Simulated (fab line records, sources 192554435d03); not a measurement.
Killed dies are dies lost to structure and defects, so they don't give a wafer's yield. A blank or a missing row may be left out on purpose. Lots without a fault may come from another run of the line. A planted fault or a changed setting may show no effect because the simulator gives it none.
Chamber matching | flow n5_finfet | N5_BEOL_M10_CURE_72 on uv_cure-03: 3 sister chambers
The step cures SiCOH lowk, time 120 s. 6 wafers are shown with their chamber, then 8 later ones without.

WAFERS WITH THEIR CHAMBER
wafer  | chamber | wafer_temp_C_max | lamp_power_pct (%)
L075.6 | 2       | 372.4            | 52.29
L086.3 | 0       | 371.2            | 52.28
L086.6 | 0       | 371.0            | 52.24
L088.4 | 1       | 371.4            | 52.27
L088.5 | 1       | 371.3            | 52.30
L093.3 | 2       | 372.5            | 52.32

WAFERS WITHOUT THEIR CHAMBER
wafer  | wafer_temp_C_max | lamp_power_pct (%)
L093.5 | 372.9            | 52.35
L093.6 | 372.2            | 52.25
L094.2 | 371.7            | 52.32
L094.3 | 371.9            | 52.25
L094.6 | 371.7            | 52.35
L095.2 | 371.5            | 52.27
L095.5 | 371.4            | 52.27
L095.6 | 371.8            | 52.25

WHICH CHAMBER EACH WENT THROUGH
wafer  | from the rows above     | in truth
L093.5 | 2                       | 2
L093.6 | 2                       | 2
L094.2 | 1                       | 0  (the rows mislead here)
L094.3 | can't be placed: 1 or 2 | 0
L094.6 | 1                       | 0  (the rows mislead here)
L095.2 | 1                       | 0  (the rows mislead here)
L095.5 | 1                       | 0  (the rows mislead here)
L095.6 | 1                       | 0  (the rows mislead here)
Placed correctly: 2 of 8. Can't be placed from these rows: 1 (the true chamber is among the candidates in 0). Placed wrongly: 5.
How it was worked out, from the rows above alone: a wafer's distance from a chamber is the root of the sum, over the readings, of the square of ((its reading less the chamber's mean) divided by the reading's scatter). The wafer belongs to the nearest chamber; if the next one is less than 2 further off, it can't be placed. A chamber's mean is the mean of its shown wafers. The scatter: the root of (the sum of the squares of (reading less its chamber's mean) over the shown wafers, divided by (wafers less chambers)).
